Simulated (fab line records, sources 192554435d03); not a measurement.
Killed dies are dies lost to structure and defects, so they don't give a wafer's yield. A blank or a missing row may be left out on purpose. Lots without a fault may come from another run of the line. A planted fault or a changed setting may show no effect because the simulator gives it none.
Problem report in the 8D (eight disciplines) form, filled by code | flow n5_finfet | the parts of the form that need people (team, actions taken, sign-off) are left out

1. THE PROBLEM
M10_THK at N5_BEOL_M10_THK_MEAS_53 reads a mean of 264 nm on 2 wafers of 2 lots; wafers without a fault read 140 nm with a standard deviation of 3.4. That is +36 standard deviations from the usual mean.
The step: measures by xrf.
First seen on wafer L317.4, day 13 19:35, on film_metro-02. The record holds 26 wafers of 9 lots with a number at this step. Rule for "out", or "out of limits": more than 4 standard deviations from the usual mean. The other wafers with a number count as sound.

2. WHAT IT IS AND WHAT IT IS NOT
question                    | is                           | is not
which readings at this step | M10_THK                      | -
which lots                  | L317, L321                   | L309, L311, L312, L320, L325, L328, L330
which wafers of those lots  | L317.4, L321.4               | L317.2, L317.6, L321.2, L321.5
read on which gauges        | film_metro-01, film_metro-02 | -
when                        | from day 13 19:35            | up to then (13 sound wafers); but 11 sound wafers of L321, L325, L328, L330 came after

3. SUSPECTS, AND WHAT RULES EACH OUT
Counting: a tool at a process step up to the reading stays a suspect if it ran every lot that is out. Sound lots after the first of them don't rule it out here, since some wafers of a struck lot are sound.
- the gauge at N5_BEOL_M10_THK_MEAS_53: ruled out. The wafers that are out were read on 2 gauges (film_metro-01, film_metro-02).
- pvd_sputter-01 at N5_BEOL_M10_PRE_CLEAN_45 (time 30 s): kept. It ran every lot that is out, first L317 (day 13 17:36); its last sound lot up to then is L320 (day 13 12:05).
- cmp-03 at N5_BEOL_M10_CMP_52 (polishes, stops on SiCOH lowk, t overpolish 7 s, target thk 140 nm): kept. It ran every lot that is out, first L317 (day 13 19:17); its last sound lot up to then is L320 (day 13 14:36). Its own readings are out on those wafers: barrier_field_endpoint_s, overpolish_run_s, time_to_endpoint_s.
Left after counting: pvd_sputter-01 at N5_BEOL_M10_PRE_CLEAN_45, cmp-03 at N5_BEOL_M10_CMP_52.

4. THE CAUSE (what the simulator had put in)
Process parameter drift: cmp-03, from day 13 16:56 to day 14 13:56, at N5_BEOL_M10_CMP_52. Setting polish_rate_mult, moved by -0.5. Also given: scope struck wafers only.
Counting left 2 suspects, and this tool is among them.

5. THE CHAIN OF EFFECTS, in route order
Each row: a reading whose mean over the struck wafers that have a number lies more than 3 standard deviations from the usual. Only readings for which the record gives a usual standard deviation are gone through. hours: the time from each lot's start at the first step in this table that gives one to its start at this step, as a median over the lots. sigmas: the change in usual standard deviations.
hours | step                    | reading                  | usual   | on struck wafers | change | sigmas
0     | N5_BEOL_M10_CMP_52      | barrier_field_endpoint_s | 28.9 s  | 47.0             | +18.1  | +24
0     | N5_BEOL_M10_CMP_52      | overpolish_run_s         | 6.999 s | 0.038            | -6.961 | -99 or more
0     | N5_BEOL_M10_CMP_52      | time_to_endpoint_s       | 66.5 s  | 87.0             | +20.5  | +6.8
0     | N5_BEOL_M10_THK_MEAS_53 | M10_THK                  | 140 nm  | 264              | +124   | +36
0     | N5_BEOL_M10_INSPECT_58  | raw_defect_count         | 63      | 2248             | +2186  | +99 or more
48    | N5_PASSIVATION_PROBE_49 | defect_limited_yield     | 91.0 %  | 0.0              | -91.0  | -61
48    | N5_PASSIVATION_PROBE_49 | killed_at_M4_up          | 14      | 1098             | +1084  | +99 or more
48    | N5_PASSIVATION_PROBE_49 | killed_dies              | 106     | 1180             | +1074  | +60
48    | N5_PASSIVATION_PROBE_49 | killed_on_rim            | 14      | 152              | +138   | +33
48    | N5_PASSIVATION_PROBE_49 | sort_n_pass              | 1074    | 0                | -1074  | -60
48    | N5_PASSIVATION_PROBE_49 | sort_yield_pct           | 91.0 %  | 0.0              | -91.0  | -61
The process steps in it:
- N5_BEOL_M10_CMP_52: polishes, stops on SiCOH lowk, t overpolish 7 s, target thk 140 nm.
- N5_PASSIVATION_PROBE_49

6. WHAT WOULD HAVE CAUGHT IT SOONER
In this record the first reading out of limits at a measuring or inspecting step was taken at day 13 19:35, 3 hours after the fault began at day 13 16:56.
The tool's own readings at N5_BEOL_M10_CMP_52 were out on every struck wafer that the step has a row for (barrier_field_endpoint_s, overpolish_run_s, time_to_endpoint_s): an alarm limit on them would have fired on the first of those.
Of the lots that are out (2), L321 began N5_BEOL_M10_CMP_52 on cmp-03 after day 13 19:35. A hold on the tool at that time would have spared it.
